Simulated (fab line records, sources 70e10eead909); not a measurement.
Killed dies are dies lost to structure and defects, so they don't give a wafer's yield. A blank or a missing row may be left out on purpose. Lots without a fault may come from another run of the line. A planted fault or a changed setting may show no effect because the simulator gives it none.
Chamber matching | flow nand_harc | NHARC_P_CONTACT_DESCUM_17 on rie_diel-02: 4 sister chambers
The step chemistry O2, time 3 s. 8 wafers are shown with their chamber, then 9 later ones without.

WAFERS WITH THEIR CHAMBER
wafer  | chamber | oes_product_au (a.u.) | throttle_valve_pct (%)
L175.3 | 2       | 0.994                 | 11.301
L178.1 | 3       | 0.988                 | 11.298
L178.2 | 2       | 0.991                 | 11.322
L183.2 | 0       | 0.997                 | 11.309
L183.6 | 3       | 0.989                 | 11.300
L185.2 | 1       | 0.997                 | 11.322
L185.5 | 0       | 1.007                 | 11.318
L185.6 | 1       | 0.999                 | 11.314

WAFERS WITHOUT THEIR CHAMBER
wafer  | oes_product_au (a.u.) | throttle_valve_pct (%)
L188.1 | 0.999                 | 11.307
L188.2 | 1.002                 | 11.313
L188.4 | 1.024                 | 11.308
L191.3 | 0.982                 | 11.329
L191.5 | 1.002                 | 11.301
L191.6 | 0.987                 | 11.320
L193.1 | 1.009                 | 11.314
L193.2 | 0.992                 | 11.317
L193.6 | 0.987                 | 11.308

WHICH CHAMBER EACH WENT THROUGH
wafer  | from the rows above               | in truth
L188.1 | can't be placed: 0 or 1 or 2 or 3 | 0
L188.2 | can't be placed: 0 or 1           | 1
L188.4 | can't be placed: 0 or 1           | 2
L191.3 | can't be placed: 2 or 3 or 1      | 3
L191.5 | can't be placed: 0 or 1 or 2      | 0
L191.6 | can't be placed: 2 or 3 or 1      | 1
L193.1 | can't be placed: 0 or 1           | 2
L193.2 | can't be placed: 2 or 1 or 3      | 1
L193.6 | can't be placed: 3 or 2           | 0
Placed correctly: 0 of 9. Can't be placed from these rows: 9 (the true chamber is among the candidates in 6). Placed wrongly: 0.
How it was worked out, from the rows above alone: a wafer's distance from a chamber is the root of the sum, over the readings, of the square of ((its reading less the chamber's mean) divided by the reading's scatter). The wafer belongs to the nearest chamber; if the next one is less than 2 further off, it can't be placed. A chamber's mean is the mean of its shown wafers. The scatter: the root of (the sum of the squares of (reading less its chamber's mean) over the shown wafers, divided by (wafers less chambers)).
